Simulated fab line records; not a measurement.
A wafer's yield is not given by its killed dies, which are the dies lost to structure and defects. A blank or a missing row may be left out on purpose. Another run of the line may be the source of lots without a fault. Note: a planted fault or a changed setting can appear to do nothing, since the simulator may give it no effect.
Matching of chambers | flow n5Finfet | N5_BEOL_M5_ETCH_68 on rieDiel-05 has 4 sister chambers
The step etches SOC in N2/H2, target depth 80 nm, overetch 16 nm, time 120 s. 4 wafers are shown with their chamber, then 11 later ones without.

## WAFERS WITH THEIR CHAMBER
wafer  | chamber | showerheadPlenumPTorr (Torr)
L081.4 | 1       | 2.54
L085.2 | 2       | 2.53
L086.6 | 0       | 2.41
L091.1 | 3       | 2.61

## WAFERS WHOSE CHAMBER IS MISSING
wafer  | showerheadPlenumPTorr (Torr)
L091.5 | 2.61
L091.6 | 2.40
L092.1 | 2.52
L092.3 | 2.53
L092.6 | 2.53
L096.1 | 2.61
L096.3 | 2.52
L096.5 | 2.53
L097.2 | 2.52
L097.3 | 2.60
L097.4 | 2.72

## WHICH CHAMBER EACH WENT THROUGH
wafer  | from the rows above          | in truth
L091.5 | 3                            | 3
L091.6 | 0                            | 0
L092.1 | can't be placed: 2 or 1      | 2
L092.3 | can't be placed: 2 or 1      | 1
L092.6 | can't be placed: 2 or 1      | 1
L096.1 | 3                            | 3
L096.3 | can't be placed: 2 or 1      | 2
L096.5 | can't be placed: 2 or 1      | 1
L097.2 | can't be placed: 2 or 1      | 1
L097.3 | can't be placed: 3 or 1 or 2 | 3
L097.4 | 3                            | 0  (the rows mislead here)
Placed correctly: 3 of 11. Not placeable from these rows: 7 (in 7, the candidates include the true chamber). 1 placed wrongly.
How it was worked out, from the rows above alone: a wafer's distance from a chamber is the root of the sum, over the readings, of the square of ((its reading less the chamber's mean) divided by the reading's scatter). The wafer belongs to the nearest chamber; if the next one is less than 2 further off, it can't be placed. For every chamber, the mean is computed from those of its wafers that are shown. The scatter: root of mean squared gap, hidden wafer to nearest shown wafer, with one shown wafer a chamber.
